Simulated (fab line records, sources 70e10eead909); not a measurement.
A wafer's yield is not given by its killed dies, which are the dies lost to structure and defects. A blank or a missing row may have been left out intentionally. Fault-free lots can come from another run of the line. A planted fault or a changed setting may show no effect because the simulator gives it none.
fab line records -- flow nand_harc
[record] lots = 6, wafers = 18, last_day = 23
route steps=1159 shown A_M0@1023 A_M1@1026
lots with no fault: from the same line, run without faults
start_h: hours from the record's opening day to when the first of the lot's shown wafers began -- wait_h: hours from the lot's prior step to this one -- " identical to the entry in the row above -- L1.1+2: a single row standing in for several wafers -- - no value, or no start was given -- * or withheld: withheld -- < > ~ a bound
route shown NAME@n: NAME is a module with steps in the file, n the number in the route of the first one -- usual: mean and standard deviation over wafers with no fault -- same: alike in all rows -- chamber/n: place in a boat -- sites: readings site by site -- _std_site: the standard deviation of these -- _edge_site: outer sites' mean less inner sites' -- radius_mm: how far each site lies from the wafer's centre -- mask NAME#n: copy n -- behind: the tool/chamber that last shaped the wafer -- hold: why the lot went on hold/how many hours it stayed there/how the hold came to an end -- device: the n, p or np transistor that did not switch -- end of line: at the end of the route, the tests of the same wafers -- a step given without rows: its recipe and nothing more -- killed: at the first sort, the dies lost to defects and structure; wafer yield is something else -- map: a wafer's dies, marking killed ones x, the rest . and places with no die _
set.NAME: setting as actually run; set.NAME@STEP: the setting as run at that earlier step -- model.NAME: the simulator's own value behind a step, which no gauge read
lots at selected steps of the route; one table per step, one row per wafer
services: when a tool's chamber went out of use (start_h, in hours from the record's first day, below 0 if earlier), for how many hours, and the reason
[[steps]]
[step NHARC_A_M0_INSPECT_27]
[usual] raw_defect_count = 447/140
lot.wafer,tool,chamber,start_h,wait_h,raw_defect_count
L131.1,defect_inspect-01,-,407.98,0.0,392
L131.2,defect_inspect-01,-,407.98,0.0,585
L131.4,defect_inspect-01,-,407.98,0.0,371
L135.1,defect_inspect-02,-,443.74,0.0,405
L135.3,defect_inspect-02,-,443.74,0.0,339
L135.4,defect_inspect-02,-,443.74,0.0,422
L137.2,defect_inspect-02,-,463.88,0.0,433
L137.4,defect_inspect-02,-,463.88,0.0,441
L137.6,defect_inspect-02,-,463.88,0.0,487
L142.2,defect_inspect-01,-,495.60,0.0,339
L142.3,defect_inspect-01,-,495.60,0.0,362
L142.6,defect_inspect-01,-,495.60,0.0,378
L143.1,defect_inspect-01,-,496.02,0.0,352
L143.2,defect_inspect-01,-,496.02,0.0,386
L143.6,defect_inspect-01,-,496.02,0.0,379
L149.1,defect_inspect-02,-,524.15,0.0,363
L149.2,defect_inspect-02,-,524.15,0.0,640
L149.3,defect_inspect-02,-,524.15,0.0,557
[step NHARC_A_M0_PRE_CLEAN_31]
[recipe] time_s = 12, temp_c = 370, rf_power_w = 300, gas = NH3
[usual] heater_power_w = 612/92
lot.wafer,tool,chamber,start_h,wait_h,heater_power_w
L131.2,pecvd-04,1,408.04,0.1,788
L131.1,pecvd-04,0,408.04,0.1,435
L131.4,pecvd-04,1,408.04,0.1,775
L135.3,pecvd-03,1,443.94,0.2,555
L135.1,pecvd-03,2,443.94,0.2,538
L135.4,pecvd-03,2,443.94,0.2,538
L137.2,pecvd-03,1,463.95,0.1,508
L137.4,pecvd-03,1,463.95,0.1,507
L137.6,pecvd-03,2,463.95,0.1,608
L142.2,pecvd-03,1,496.24,0.6,532
L142.3,pecvd-03,2,496.24,0.6,631
L142.6,pecvd-03,0,496.24,0.6,675
L143.1,pecvd-02,0,496.35,0.3,552
L143.2,pecvd-02,2,496.35,0.3,648
L143.6,pecvd-02,2,496.35,0.3,637
L149.1,pecvd-03,1,524.21,0.1,539
L149.2,pecvd-03,2,524.21,0.1,634
L149.3,pecvd-03,0,524.21,0.1,664
[step NHARC_A_M0_DEP_32]
[recipe] target_thk_a = 300, temp_c = 370, target_thk_nm = 30, pressure_torr = 3, flow_sccm = 200, rf_w = 450, material = SiCN
[usual] heater_power_w = 557/90
lot.wafer,tool,chamber,start_h,wait_h,heater_power_w
L131.2,pecvd-04,1,408.16,0.1,677
L131.1,pecvd-04,0,408.16,0.1,435
L131.4,pecvd-04,1,408.16,0.1,683
L135.3,pecvd-03,1,444.01,0.1,511
L135.1,pecvd-03,2,444.01,0.1,502
L135.4,pecvd-03,2,444.01,0.1,493
L137.2,pecvd-03,1,464.02,0.1,476
L137.4,pecvd-03,1,464.02,0.1,478
L137.6,pecvd-03,2,464.02,0.1,544
L142.2,pecvd-03,1,496.32,0.1,419
L142.3,pecvd-03,2,496.32,0.1,612
L142.6,pecvd-03,0,496.32,0.1,603
L143.1,pecvd-02,0,496.43,0.1,467
L143.2,pecvd-02,2,496.43,0.1,614
L143.6,pecvd-02,2,496.43,0.1,624
L149.1,pecvd-03,1,524.29,0.1,492
L149.2,pecvd-03,2,524.29,0.1,525
L149.3,pecvd-03,0,524.29,0.1,635
[step NHARC_A_M1_DEP_00]
[recipe] target_thk_a = 1825, target_thk_nm = 182.5, temp_c = withheld, pressure_torr = 5, flow_sccm = 200, rf_w = 600, material = SiOC
[step NHARC_A_M1_DEHYDRATE_01]
[recipe] temp_c = 150, time_s = 120
[step NHARC_A_M1_HMDS_02]
[recipe] time_s = 30
[step NHARC_A_M1_COAT_34]
[recipe] temp_c = 200, time_s = 65
[step NHARC_A_M1_COAT_03]
[recipe] spin_rpm = 1500, resist_thk_nm = 90
[step NHARC_A_M1_SOFTBAKE_04]
[recipe] temp_c = 105, time_s = 55
[step NHARC_A_M1_EBR_05]
[step NHARC_A_M1_EXPOSE_06]
[recipe] na = 1.35, target_cd_nm = 120, dose_mj = 75.13, mask_id = A_M1
[step NHARC_A_M1_PEB_07]
[recipe] peb_temp_c = 100, peb_time_s = 65
[usual] heater_power_total_W = 156.6/0.44, plate_temp_C = 100.01/0.14
lot.wafer,tool,chamber,start_h,wait_h,heater_power_total_W,plate_temp_C
L131.1,litho_track-01,0,409.47,0.1,157.2,99.76
L131.2,litho_track-01,0,409.47,0.1,156.1,99.96
L131.4,litho_track-01,0,409.47,0.1,156.0,99.94
L135.1,litho_track-06,0,445.22,0.1,157.2,100.02
L135.3,litho_track-06,0,445.22,0.1,157.2,100.14
L135.4,litho_track-06,0,445.22,0.1,157.0,100.08
L137.2,litho_track-06,0,465.04,0.1,156.1,100.10
L137.4,litho_track-06,0,465.04,0.1,157.1,100.34
L137.6,litho_track-06,0,465.04,0.1,156.9,100.06
L142.2,litho_track-01,0,497.50,0.1,141.0,92.16
L142.3,litho_track-01,0,497.50,0.1,140.3,92.19
L142.6,litho_track-01,0,497.50,0.1,140.2,92.40
L143.1,litho_track-01,0,497.53,0.1,140.0,92.55
L143.2,litho_track-01,0,497.53,0.1,140.9,92.55
L143.6,litho_track-01,0,497.53,0.1,140.9,92.25
L149.1,litho_track-04,0,525.47,0.1,156.0,100.17
L149.2,litho_track-04,0,525.47,0.1,156.1,100.10
L149.3,litho_track-04,0,525.47,0.1,156.2,99.87
[step NHARC_A_M1_DEVELOP_08]
[recipe] develop_time_s = 35, dev_temp_c = 23
[step NHARC_A_M1_CD_MEAS_09]
[recipe] target_cd_nm = 120, landing_energy_ev = 500
[usual] cd_nm = 119.7/0.8
[same] landing_energy_ev = 500
lot.wafer,tool,chamber,start_h,wait_h,cd_nm
L131.1,cd_sem-03,0,409.55,-,120.5
L131.2,cd_sem-03,0,409.55,-,120.8
L131.4,cd_sem-03,0,409.55,-,120.1
L135.1,cd_sem-02,0,445.30,-,118.7
L135.3,cd_sem-02,0,445.30,-,119.8
L135.4,cd_sem-02,0,445.30,-,119.1
L137.2,cd_sem-01,0,465.12,-,119.8
L137.4,cd_sem-01,0,465.12,-,119.5
L137.6,cd_sem-01,0,465.12,-,117.8
L142.2,cd_sem-03,0,497.58,-,88.2
L142.3,cd_sem-03,0,497.58,-,86.9
L142.6,cd_sem-03,0,497.58,-,87.6
L143.1,cd_sem-03,0,497.61,-,87.8
L143.2,cd_sem-03,0,497.61,-,87.6
L143.6,cd_sem-03,0,497.61,-,88.4
L149.1,cd_sem-02,0,525.55,-,120.6
L149.2,cd_sem-02,0,525.55,-,119.4
L149.3,cd_sem-02,0,525.55,-,120.1
[step NHARC_A_M1_OVL_MEAS_10]
[recipe] pitch_nm = 240
[usual] overlay_x_nm = 0.0/0.9, overlay_y_nm = 0.0/0.88
lot.wafer,tool,chamber,start_h,wait_h,overlay_x_nm,overlay_y_nm
L131.1,overlay-01,-,409.64,-,-0.8,0.3
L131.2,overlay-01,-,409.64,-,-0.2,-0.1
L131.4,overlay-01,-,409.64,-,0.0,0.3
L135.1,overlay-02,-,445.39,-,1.1,0.1
L135.3,overlay-02,-,445.39,-,2.0,-0.3
L135.4,overlay-02,-,445.39,-,1.6,-0.3
L137.2,overlay-02,-,465.21,-,-1.4,-0.3
L137.4,overlay-02,-,465.21,-,-0.5,-0.8
L137.6,overlay-02,-,465.21,-,-1.1,-0.1
L142.2,overlay-01,-,497.66,-,-0.2,1.1
L142.3,overlay-01,-,497.66,-,-0.2,1.5
L142.6,overlay-01,-,497.66,-,-0.5,0.7
L143.1,overlay-02,-,497.69,-,0.8,1.4
L143.2,overlay-02,-,497.69,-,0.7,1.9
L143.6,overlay-02,-,497.69,-,0.2,1.4
L149.1,overlay-02,-,525.63,-,-0.6,0.6
L149.2,overlay-02,-,525.63,-,-0.7,0.4
L149.3,overlay-02,-,525.63,-,-1.0,-0.2
[step NHARC_A_M1_INSPECT_11]
[usual] raw_defect_count = 32/13
lot.wafer,tool,chamber,start_h,wait_h,raw_defect_count
L131.1,defect_inspect-01,-,409.67,0.0,27
L131.2,defect_inspect-01,-,409.67,0.0,37
L131.4,defect_inspect-01,-,409.67,0.0,26
L135.1,defect_inspect-01,-,445.43,0.0,27
L135.3,defect_inspect-01,-,445.43,0.0,31
L135.4,defect_inspect-01,-,445.43,0.0,32
L137.2,defect_inspect-01,-,465.24,0.0,17
L137.4,defect_inspect-01,-,465.24,0.0,26
L137.6,defect_inspect-01,-,465.24,0.0,17
L142.2,defect_inspect-01,-,497.70,0.0,45
L142.3,defect_inspect-01,-,497.70,0.0,40
L142.6,defect_inspect-01,-,497.70,0.0,36
L143.1,defect_inspect-02,-,497.73,0.0,46
L143.2,defect_inspect-02,-,497.73,0.0,58
L143.6,defect_inspect-02,-,497.73,0.0,54
L149.1,defect_inspect-01,-,525.67,0.0,29
L149.2,defect_inspect-01,-,525.67,0.0,30
L149.3,defect_inspect-01,-,525.67,0.0,49
[step NHARC_A_M1_DESCUM_14]
[recipe] time_s = 3, o2_flow_sccm = 200, ar_flow_sccm = 0, bias_power_w = 0, chemistry = O2
[usual] drypump_motor_current_A = 5.9/0.33, oes_product_au = 0.999/0.018, rf_vpp_V = 57.7/0.86, showerhead_plenum_p_Torr = 1.91/0.07, throttle_valve_pct = 11.311/0.0092
lot.wafer,tool,chamber,start_h,wait_h,drypump_motor_current_A,oes_product_au,rf_hours_counter_h,rf_vpp_V,showerhead_plenum_p_Torr,throttle_valve_pct,model.A_M1.cd_nm
L131.4,rie_diel-10,3,409.74,0.1,6.1,1.012,1,58.6,1.92,11.317,120
L131.1,rie_diel-10,0,409.74,0.1,5.2,0.995,1,57.9,2.00,11.325,119.3
L131.2,rie_diel-10,2,409.74,0.1,6.1,0.997,1,57.0,1.85,11.315,121.4
L135.1,rie_diel-01,2,445.50,0.1,5.9,1.014,7,55.9,1.88,11.298,118
L135.4,rie_diel-01,3,445.50,0.1,5.8,0.976,8,56.9,1.90,11.305,118.8
L135.3,rie_diel-01,0,445.50,0.1,5.6,1.035,8,58.1,2.00,11.311,120.8
L137.2,rie_diel-09,1,465.31,0.1,6.3,0.987,2,58.8,2.01,11.303,119.9
L137.4,rie_diel-09,3,465.31,0.1,5.7,0.970,2,58.5,1.95,11.317,118.7
L137.6,rie_diel-09,0,465.31,0.1,6.5,1.011,-,57.8,1.81,11.301,118.4
L142.2,rie_diel-10,3,497.77,0.1,6.0,0.995,3,59.1,1.92,11.303,88.67
L142.3,rie_diel-10,0,497.77,0.1,5.2,0.999,3,56.8,2.00,11.311,86.89
L142.6,rie_diel-10,3,497.77,0.1,6.0,1.001,-,57.6,1.92,11.307,87.99
L143.1,rie_diel-10,0,497.81,0.1,5.3,1.000,3,58.7,2.00,11.307,87.31
L143.2,rie_diel-10,1,497.81,0.1,5.7,1.001,3,56.8,1.91,11.296,87.05
L143.6,rie_diel-10,1,497.81,0.1,5.8,0.997,-,57.8,1.91,11.318,87.63
L149.2,rie_diel-10,1,525.74,0.1,5.8,0.993,4,58.4,1.91,11.317,118.8
L149.1,rie_diel-10,2,525.74,0.1,6.1,0.998,4,56.8,1.85,11.294,120.8
L149.3,rie_diel-10,0,525.74,0.1,5.3,1.008,4,57.8,2.00,11.306,120.2
[step NHARC_A_M1_ETCH_35]
[recipe] target_depth_a = 400, overetch_a = 120, time_s = 43.94, ion_energy_ev = 200, n2_flow_sccm = 150, h2_flow_sccm = 150, ar_flow_sccm = 0, rf_w = 400, bias_w = 150, chemistry = N2/H2
[usual] drypump_motor_current_A = 5.9/0.31, oes_product_au = 0.998/0.019, rf_vpp_V = 430.4/2.4, showerhead_plenum_p_Torr = 2.03/0.081, throttle_valve_pct = 14.171/0.0089
lot.wafer,tool,chamber,start_h,wait_h,drypump_motor_current_A,oes_product_au,rf_hours_counter_h,rf_vpp_V,showerhead_plenum_p_Torr,throttle_valve_pct
L131.1,rie_diel-10,3,409.83,0.1,6.0,1.004,1,431.0,2.05,14.158
L131.4,rie_diel-10,0,409.83,0.1,5.2,1.012,1,434.1,2.13,14.172
L131.2,rie_diel-10,1,409.83,0.1,5.7,0.999,1,430.4,2.04,14.183
L135.3,rie_diel-01,3,445.57,0.1,5.8,0.976,8,430.1,2.02,14.149
L135.1,rie_diel-01,0,445.57,0.1,5.6,1.036,8,432.1,2.13,14.189
L135.4,rie_diel-01,1,445.57,0.1,5.9,0.967,8,429.5,2.00,14.173
L137.4,rie_diel-09,2,465.40,0.1,6.0,0.983,2,427.4,1.90,14.170
L137.2,rie_diel-09,0,465.40,0.1,6.5,1.023,2,426.7,1.93,14.172
L137.6,rie_diel-09,1,465.40,0.1,6.2,0.980,-,432.2,2.14,14.182
L142.3,rie_diel-10,1,497.87,0.1,5.7,1.008,3,431.4,2.04,14.175
L142.2,rie_diel-10,2,497.87,0.1,6.1,1.001,3,427.0,1.97,14.171
L142.6,rie_diel-10,0,497.87,0.1,5.2,0.995,-,432.4,2.13,14.159
L143.1,rie_diel-10,3,497.91,0.1,6.1,1.001,3,431.4,2.04,14.169
L143.2,rie_diel-10,0,497.91,0.1,5.2,0.990,3,432.9,2.13,14.174
L143.6,rie_diel-10,2,497.91,0.1,6.1,1.004,-,428.4,1.97,14.159
L149.1,rie_diel-10,0,525.82,0.1,5.2,1.015,4,433.5,2.13,14.168
L149.2,rie_diel-10,2,525.82,0.1,6.1,0.993,4,427.6,1.97,14.159
L149.3,rie_diel-10,3,525.82,0.1,6.0,0.990,4,430.8,2.04,14.168
[step NHARC_A_M1_ETCH_15]
[recipe] target_depth_a = 1825, time_s = 91.2, c4f8_flow_sccm = withheld, ar_flow_sccm = 400, rf_w = 600, bias_w = 300, chemistry = C4F8/Ar
[usual] oes_product_au = 0.948/0.026, rf_vpp_V = 440.7/2.5
lot.wafer,tool,chamber,start_h,wait_h,oes_product_au,rf_hours_counter_h,rf_vpp_V
L131.4,rie_diel-10,3,-,-,0.958,1,442.2
L131.2,rie_diel-10,1,-,-,0.971,1,440.6
L131.1,rie_diel-10,2,-,-,0.969,1,438.6
L135.4,rie_diel-01,0,-,-,1.015,8,445.7
L135.1,rie_diel-01,1,-,-,0.922,8,439.6
L135.3,rie_diel-01,3,-,-,0.976,8,439.5
L137.4,rie_diel-09,1,-,-,0.909,2,442.6
L137.2,rie_diel-09,3,-,-,0.916,2,441.1
L137.6,rie_diel-09,2,-,-,0.911,-,436.0
L142.3,rie_diel-10,3,-,-,0.937,3,439.1
L142.2,rie_diel-10,2,-,-,0.954,3,439.8
L142.6,rie_diel-10,3,-,-,0.943,-,440.2
L143.2,rie_diel-10,0,-,-,0.932,3,443.4
L143.1,rie_diel-10,2,-,-,0.938,3,438.7
L143.6,rie_diel-10,0,-,-,0.930,-,442.7
L149.3,rie_diel-10,1,-,-,0.957,4,440.0
L149.1,rie_diel-10,2,-,-,0.962,4,438.8
L149.2,rie_diel-10,3,-,-,0.975,4,439.3
[step NHARC_A_M1_CD_MEAS_16]
[usual] cd_nm = 119.5/1
lot.wafer,tool,chamber,start_h,wait_h,cd_nm
L131.1,cd_sem-03,-,410.06,-,119.6
L131.2,cd_sem-03,-,410.06,-,121.5
L131.4,cd_sem-03,-,410.06,-,118.7
L135.1,cd_sem-01,-,445.79,-,118.4
L135.3,cd_sem-01,-,445.79,-,120.9
L135.4,cd_sem-01,-,445.79,-,119.1
L137.2,cd_sem-03,-,465.61,-,119.9
L137.4,cd_sem-03,-,465.61,-,118.5
L137.6,cd_sem-03,-,465.61,-,118.9
L142.2,cd_sem-03,-,498.09,-,88.4
L142.3,cd_sem-03,-,498.09,-,86.7
L142.6,cd_sem-03,-,498.09,-,87.0
L143.1,cd_sem-01,-,498.13,-,87.4
L143.2,cd_sem-01,-,498.13,-,85.9
L143.6,cd_sem-01,-,498.13,-,87.1
L149.1,cd_sem-02,-,526.05,-,120.0
L149.2,cd_sem-02,-,526.05,-,118.6
L149.3,cd_sem-02,-,526.05,-,120.6
[step NHARC_A_M1_STRIP_18]
[recipe] power_w = 1000, n2_flow_sccm = 150, h2_flow_sccm = 150, ar_flow_sccm = 0, bias_w = 0, chemistry = N2/H2
[usual] drypump_motor_current_A = 5.9/0.3, oes_product_au = 0.997/0.02, rf_vpp_V = 90.7/0.86, showerhead_plenum_p_Torr = 2.03/0.078, throttle_valve_pct = 14.171/0.0093
lot.wafer,tool,chamber,start_h,wait_h,drypump_motor_current_A,oes_product_au,rf_hours_counter_h,rf_vpp_V,showerhead_plenum_p_Torr,throttle_valve_pct
L131.2,rie_diel-01,1,410.16,0.1,5.8,0.968,6,89.2,2.00,14.182
L131.1,rie_diel-01,2,410.16,0.1,5.9,1.018,5,90.5,2.01,14.165
L131.4,rie_diel-01,3,410.16,0.1,5.8,0.988,6,90.1,2.02,14.179
L135.1,rie_diel-09,2,445.87,0.1,6.1,1.004,0,88.8,1.90,14.178
L135.4,rie_diel-09,0,445.87,0.1,6.5,1.027,1,90.9,1.93,14.176
L135.3,rie_diel-09,1,445.87,0.1,6.2,0.993,1,90.9,2.14,14.175
L137.4,rie_diel-01,1,465.68,0.1,5.8,0.969,9,89.9,2.00,14.177
L137.2,rie_diel-01,2,465.68,0.1,5.9,1.020,9,91.5,2.01,14.159
L137.6,rie_diel-01,1,465.68,0.1,5.8,0.947,-,89.9,2.00,14.171
L142.2,rie_diel-10,1,498.21,0.1,5.7,1.007,3,90.8,2.04,14.179
L142.3,rie_diel-10,2,498.21,0.1,6.1,1.004,3,89.2,1.97,14.168
L142.6,rie_diel-10,0,498.21,0.1,5.2,0.998,-,91.9,2.13,14.178
L143.2,rie_diel-09,0,498.22,0.1,6.5,1.021,5,90.0,1.93,14.160
L143.1,rie_diel-09,1,498.22,0.1,6.2,0.986,5,91.2,2.14,14.160
L143.6,rie_diel-09,0,498.22,0.1,6.5,1.012,-,90.7,1.93,14.178
L149.1,rie_diel-01,3,526.13,0.1,5.8,0.978,2,90.3,2.02,14.171
L149.2,rie_diel-01,1,526.13,0.1,5.8,0.993,2,90.0,1.99,14.174
L149.3,rie_diel-01,2,526.13,0.1,5.9,0.996,2,90.0,2.01,14.158
[step NHARC_A_M1_ETCH_28]
[recipe] target_depth_a = 300, over_etch_frac = 0.3, time_s = 72.99, ion_energy_ev = 150, cf4_flow_sccm = 50, n2_flow_sccm = 100, ar_flow_sccm = 150, rf_w = 300, bias_w = 100, chemistry = CF4/N2
[usual] drypump_motor_current_A = 5.9/0.3, oes_product_au = 0.998/0.019, rf_vpp_V = 314.1/1.6, showerhead_plenum_p_Torr = 2.62/0.09, throttle_valve_pct = 19.795/0.0096
lot.wafer,tool,chamber,start_h,wait_h,drypump_motor_current_A,oes_product_au,rf_hours_counter_h,rf_vpp_V,showerhead_plenum_p_Torr,throttle_valve_pct,model.A_M1.cd_nm
L131.1,rie_diel-01,3,-,-,5.8,0.982,6,314.2,2.60,19.793,119.8
L131.2,rie_diel-01,0,-,-,5.6,1.030,6,316.4,2.73,19.803,121.5
L131.4,rie_diel-01,1,-,-,5.8,0.969,6,313.9,2.58,19.799,118.5
L135.1,rie_diel-09,0,-,-,6.5,1.014,1,310.7,2.50,19.786,119.3
L135.4,rie_diel-09,2,-,-,6.1,0.992,0,311.1,2.46,19.798,119.3
L135.3,rie_diel-09,3,-,-,5.7,0.979,0,313.4,2.68,19.806,122.8
L137.2,rie_diel-01,2,-,-,5.9,1.013,9,313.5,2.59,19.814,120.3
L137.4,rie_diel-01,0,-,-,5.7,1.040,10,316.9,2.73,19.797,118.4
L137.6,rie_diel-01,3,-,-,5.8,0.966,-,313.6,2.60,19.813,119.2
L143.1,rie_diel-09,0,-,-,6.5,1.013,5,312.6,2.50,19.783,88.2
L143.2,rie_diel-09,1,-,-,6.2,0.987,5,316.2,2.74,19.809,85.81
L143.6,rie_diel-09,0,-,-,6.5,1.009,-,312.1,2.50,19.796,86.79
L142.3,rie_diel-10,0,-,-,5.2,0.995,3,314.7,2.74,19.786,87.39
L142.2,rie_diel-10,2,-,-,6.1,1.006,3,312.2,2.54,19.798,88.82
L142.6,rie_diel-10,0,-,-,5.2,1.000,-,316.7,2.74,19.783,87.03
L149.3,rie_diel-01,3,-,-,5.8,0.987,2,313.0,2.60,19.808,119.9
L149.2,rie_diel-01,0,-,-,5.6,1.015,2,316.0,2.73,19.818,117.9
L149.1,rie_diel-01,2,-,-,5.9,1.003,2,314.5,2.59,19.804,119.4
[step NHARC_A_M1_STRIP_19]
[recipe] time_s = 600, temp_c = 30, chemistry = post_etch_residue_remover
[[services]]
tool,chamber,start_h,hours,kind
rie_diel-10,0,387.00,-,clean
rie_diel-10,1,387.00,-,clean
rie_diel-10,2,387.00,-,clean
rie_diel-10,3,387.00,-,clean
pecvd-04,0,391.06,6.0,repair
rie_diel-09,3,396.25,8.2,repair
pecvd-04,-,401.86,0.2,repair
pecvd-04,2,402.85,7.6,repair
rie_diel-10,0,411.50,-,clean
rie_diel-10,1,411.50,-,clean
pecvd-03,1,415.32,4.3,repair
rie_diel-09,-,430.05,0.3,repair
rie_diel-09,-,431.10,9.0,pm
pecvd-04,2,431.62,4.3,repair
pecvd-04,-,441.09,1.0,repair
litho_track-01,-,443.00,7.0,pm
litho_track-06,-,467.00,7.0,pm
pecvd-03,-,473.64,13.0,pm
litho_track-04,-,491.00,7.0,pm
rie_diel-01,-,491.80,9.0,pm
pecvd-02,-,495.63,0.5,repair
rie_diel-09,3,514.92,4.3,repair
pecvd-02,-,515.21,13.0,pm
pecvd-04,1,519.17,4.4,repair
[[key]]
[first_sign] step = NHARC_A_M1_PEB_07, reading = plate_temp_C, direction = down, sigmas = 57, usual = *, struck = *
[effect] step = NHARC_A_M1_PEB_07, reading = heater_power_total_W, direction = down, sigmas = 37, usual = *, struck = *
[effect] step = NHARC_A_M1_CD_MEAS_09, reading = cd_nm, direction = down, sigmas = 40, usual = 119.7, struck = 87.7
[effect] step = NHARC_A_M1_CD_MEAS_16, reading = cd_nm, direction = down, sigmas = 32, usual = 119.5, struck = 87.1
[model_effect] step = NHARC_A_M1_DESCUM_14, value = A_M1.cd_nm, without = 120, struck = 87.59
[model_effect] step = NHARC_A_M1_ETCH_28, value = A_M1.cd_nm, without = 119.7, struck = 87.34
met_at NHARC_A_M1_PEB_07
struck_wafers L142.2,L142.3,L142.6,L143.1,L143.2,L143.6
later_rows_left_out L142.2,L142.3,L142.6,L143.1,L143.2,L143.6
sort_left_out L142.2,L142.3,L142.6,L143.1,L143.2,L143.6
onset_between 409.47 497.50
[fault] kind = process_parameter_drift, tool = litho_track-01, chamber = -, onset_h = 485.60, steps = NHARC_A_M1_PEB_07, channel = peb_temp_c, offset = *, shape = step, end_h = 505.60, acts_in = *, stated = *
// sort_left_out: the simulated sort isn't trusted on such a fault, so these wafers' sort isn't shown, and their yield isn't known
// later_rows_left_out: the simulator's readings of these wafers behind a module that went badly wrong aren't trusted and aren't shown, but for the sort
